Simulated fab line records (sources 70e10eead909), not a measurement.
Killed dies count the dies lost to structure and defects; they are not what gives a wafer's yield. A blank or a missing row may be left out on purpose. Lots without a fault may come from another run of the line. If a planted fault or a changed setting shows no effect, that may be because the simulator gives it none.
One fault seen from 2 desks + flow nandHarc + each desk holds nothing but its own numbers, with what lay behind them at the end

DESK OF THE TOOL OWNER: aldMetal-03
The tool's own readings at NHARC_A_BLC_ALD_23 (deposits TiN, target thk 3 nm, pulse time 1 s, ald cycles 150): means of the sampled wafers that have a number, for each lot that ran on this tool. Any lot whose mean is over 4 standard deviations away from the usual mean is out of limits and marked OUT; that distance is given in the brackets.
Columns: A = heaterPowerW at NHARC_A_BLC_ALD_23, usual 1085 W; B = precursorPulseHeightRel at NHARC_A_BLC_ALD_23, usual 0.999
| lot  | first seen here | A    | B     |
|------|-----------------|------|-------|
| L823 | day 23 09:07    | 1189 | 0.994 |
| L831 | day 26 22:46    | 1188 | 1.024 |
| L832 | day 27 05:59    | 1165 | 1.004 |
| L836 | day 28 00:07    | 1176 | 1.006 |
| L844 | day 31 04:24    | 1212 | 0.982 |
| L841 | day 31 23:07    | 1182 | 0.993 |
Result from this desk: across the 6 lots, nothing is out of limits.

AT THE METROLOGY DESK
What the gauges read for every lot (on any tool): the sampled wafers with a number, averaged. Any lot whose mean is over 4 standard deviations away from the usual mean is out of limits and marked OUT; that distance is given in the brackets.
Columns: A = overlayXNm at NHARC_A_BLC_OVL_MEAS_11, usual -0.2 nm; B = overlayYNm at NHARC_A_BLC_OVL_MEAS_11, usual -0.1 nm; C = overlayXNm at NHARC_A_M0_OVL_MEAS_10, usual 0.1 nm; D = overlayYNm at NHARC_A_M0_OVL_MEAS_10, usual 0.3 nm
| lot  | first seen here | A    | B    | C    | D    |
|------|-----------------|------|------|------|------|
| L824 | day 23 04:04    | 0.5  | -0.7 | 1.1  | -1.6 |
| L823 | day 23 07:12    | -0.2 | -0.1 | 0.2  | -1.5 |
| L825 | day 23 14:01    | 1.0  | -1.7 | 0.1  | 1.3  |
| L827 | day 24 01:50    | 0.3  | 0.2  | -0.4 | -0.5 |
| L828 | day 24 21:02    | 0.9  | 1.6  | -1.9 | 0.0  |
| L831 | day 26 20:47    | 0.2  | -0.5 | 0.2  | 0.3  |
| L832 | day 27 04:02    | 0.8  | 0.8  | -0.5 | -0.5 |
| L830 | day 27 05:52    | 0.4  | 1.6  | -0.0 | 1.4  |
| L833 | day 27 07:19    | -1.1 | 0.1  | 0.7  | 0.2  |
| L836 | day 27 22:05    | -2.0 | -1.4 | 0.3  | 0.9  |
| L844 | day 31 02:29    | -0.9 | -1.2 | 1.1  | -0.0 |
| L843 | day 31 11:44    | -0.2 | 1.1  | -0.0 | -0.5 |
| L841 | day 31 21:12    | -0.8 | 0.7  | 2.2  | 0.6  |
Result from this desk: across the 13 lots, nothing is out of limits.

TAKEN TOGETHER
The desk of the tool owner found nothing out of limits.
Nothing out of limits was seen by the metrology desk.

WHAT THE SIMULATOR HAD INSERTED
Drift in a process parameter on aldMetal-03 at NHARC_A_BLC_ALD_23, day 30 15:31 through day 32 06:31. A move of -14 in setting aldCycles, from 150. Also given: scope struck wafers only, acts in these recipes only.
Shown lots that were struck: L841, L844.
